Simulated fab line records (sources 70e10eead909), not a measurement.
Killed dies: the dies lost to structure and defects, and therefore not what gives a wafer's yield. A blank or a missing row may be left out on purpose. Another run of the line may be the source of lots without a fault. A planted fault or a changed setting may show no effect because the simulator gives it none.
Check of tool commonality | flow nand_harc | 10 lots and 30 wafers in the sample

THE REASON FOR OPENING IT
At NHARC_A_CHANNEL_HOLE_D2_CD_MEAS_31 the reading cd_nm is flagged on 2 of 10 lots. No-fault wafers: 90.1 nm, standard deviation 1.4.
Rule: a lot is flagged in two cases, either no wafer of it has a number, or all its wafers with numbers fall more than 4 standard deviations from that mean. The rest of the lots are taken to be sound.

lot  | measured     | on        | cd_nm (nm), wafer by wafer | flag
L465 | day 14 08:41 | cd_sem-03 | 89.3 89.0 90.4             |
L470 | day 16 06:20 | cd_sem-03 | 91.2 89.7 89.3             |
L473 | day 17 19:41 | cd_sem-03 | 0.1 2.9 -0.1               | FLAGGED
L474 | day 17 20:59 | cd_sem-03 | 0.2 0.9 -0.4               | FLAGGED
L478 | day 19 05:55 | cd_sem-01 | 90.4 90.8 91.1             |
L477 | day 19 09:09 | cd_sem-02 | 90.4 89.9 88.9             |
L479 | day 20 01:06 | cd_sem-02 | 88.0 89.4 89.9             |
L481 | day 21 03:34 | cd_sem-03 | 89.3 89.5 87.2             |
L483 | day 22 03:02 | cd_sem-03 | 88.3 88.0 89.1             |
L486 | day 22 23:10 | cd_sem-02 | 90.4 90.5 89.7             |
On average the flagged lots' numbers are 0.6 nm, which is -89.5 nm against the usual, or -64 standard deviations.

WHICH TOOL EACH LOT WENT THROUGH
The record holds 3 process steps before the reading, out of a route of 1302 steps. Each cell gives the tool, then ch followed by the chambers the sampled wafers passed through, then the start.
lot  | flag    | NHARC_A_CHANNEL_HOLE_D2_ETCH_23  | NHARC_A_CHANNEL_HOLE_D2_ETCH_24  | NHARC_A_CHANNEL_HOLE_D2_ETCH_27
L465 |         | har_etch-01 ch 0,1, day 14 04:36 | har_etch-01 ch 0,1, day 14 05:17 | har_etch-01 ch 0,1, day 14 07:09
L470 |         | har_etch-01 ch 0,1, day 16 02:14 | har_etch-01 ch 0,1, day 16 02:56 | har_etch-01 ch 0,1, day 16 04:47
L473 | FLAGGED | har_etch-02 ch 0,1, day 17 15:38 | har_etch-02 ch 0,1, day 17 16:19 | har_etch-02 ch 0,1, day 17 18:09
L474 | FLAGGED | har_etch-01 ch 0,1, day 17 16:59 | har_etch-01 ch 0,1, day 17 17:43 | har_etch-01 ch 0,1, day 17 19:21
L478 |         | har_etch-01 ch 0,1, day 19 01:49 | har_etch-01 ch 0,1, day 19 02:31 | har_etch-01 ch 0,1, day 19 04:22
L477 |         | har_etch-02 ch 0,1, day 19 05:04 | har_etch-02 ch 0,1, day 19 05:46 | har_etch-02 ch 0,1, day 19 07:36
L479 |         | har_etch-01 ch 0,1, day 19 20:59 | har_etch-01 ch 0,1, day 19 21:41 | har_etch-01 ch 0,1, day 19 23:31
L481 |         | har_etch-02 ch 0,1, day 20 23:27 | har_etch-02 ch 0,1, day 21 00:10 | har_etch-02 ch 0,1, day 21 01:54
L483 |         | har_etch-01 ch 0,1, day 21 22:58 | har_etch-01 ch 0,1, day 21 23:40 | har_etch-01 ch 0,1, day 22 01:29
L486 |         | har_etch-02 ch 0,1, day 22 19:18 | har_etch-02 ch 0,1, day 22 20:01 | har_etch-02 ch 0,1, day 22 21:40
What is done by these steps:
- NHARC_A_CHANNEL_HOLE_D2_ETCH_23: etches the open film in C4F8/O2/Ar, time 819 s, target depth 1600 nm.
- NHARC_A_CHANNEL_HOLE_D2_ETCH_24: etches the open film in C4F8/O2/Ar, time 906.2 s, target depth 1500 nm.
- NHARC_A_CHANNEL_HOLE_D2_ETCH_27: etches the open film in C4F8/O2/Ar, time 90 s, target depth 400 nm.
- NHARC_A_CHANNEL_HOLE_D2_CD_MEAS_31

FLAGGED OVER TOTAL, TOOL BY TOOL (the gauges that took the reading come last)
step                               | tool        | lots run | flagged | share of the flagged lots | sound lots run after its first flagged lot
NHARC_A_CHANNEL_HOLE_D2_ETCH_23    | har_etch-01 | 6        | 1       | some                      | 3 (L478,L479,L483)
NHARC_A_CHANNEL_HOLE_D2_ETCH_23    | har_etch-02 | 4        | 1       | some                      | 3 (L477,L481,L486)
NHARC_A_CHANNEL_HOLE_D2_ETCH_24    | har_etch-01 | 6        | 1       | some                      | 3 (L478,L479,L483)
NHARC_A_CHANNEL_HOLE_D2_ETCH_24    | har_etch-02 | 4        | 1       | some                      | 3 (L477,L481,L486)
NHARC_A_CHANNEL_HOLE_D2_ETCH_27    | har_etch-01 | 6        | 1       | some                      | 3 (L478,L479,L483)
NHARC_A_CHANNEL_HOLE_D2_ETCH_27    | har_etch-02 | 4        | 1       | some                      | 3 (L477,L481,L486)
NHARC_A_CHANNEL_HOLE_D2_CD_MEAS_31 | cd_sem-01   | 1        | 0       | none                      | -
NHARC_A_CHANNEL_HOLE_D2_CD_MEAS_31 | cd_sem-02   | 3        | 0       | none                      | -
NHARC_A_CHANNEL_HOLE_D2_CD_MEAS_31 | cd_sem-03   | 6        | 2       | all                       | 2 (L481,L483)

THE TABLE: WHAT IT ALLOWS
1 row of the table ran every flagged lot: cd_sem-03 at NHARC_A_CHANNEL_HOLE_D2_CD_MEAS_31.
- cd_sem-03 at NHARC_A_CHANNEL_HOLE_D2_CD_MEAS_31: 2 of its 6 lots flagged. After the first flagged lot (L481, L483), sound lots still ran on it; a lasting fault on the whole tool would not permit that.
No row of the table ran every flagged lot and no sound lot after the first.

WHAT THE SIMULATOR PUT IN
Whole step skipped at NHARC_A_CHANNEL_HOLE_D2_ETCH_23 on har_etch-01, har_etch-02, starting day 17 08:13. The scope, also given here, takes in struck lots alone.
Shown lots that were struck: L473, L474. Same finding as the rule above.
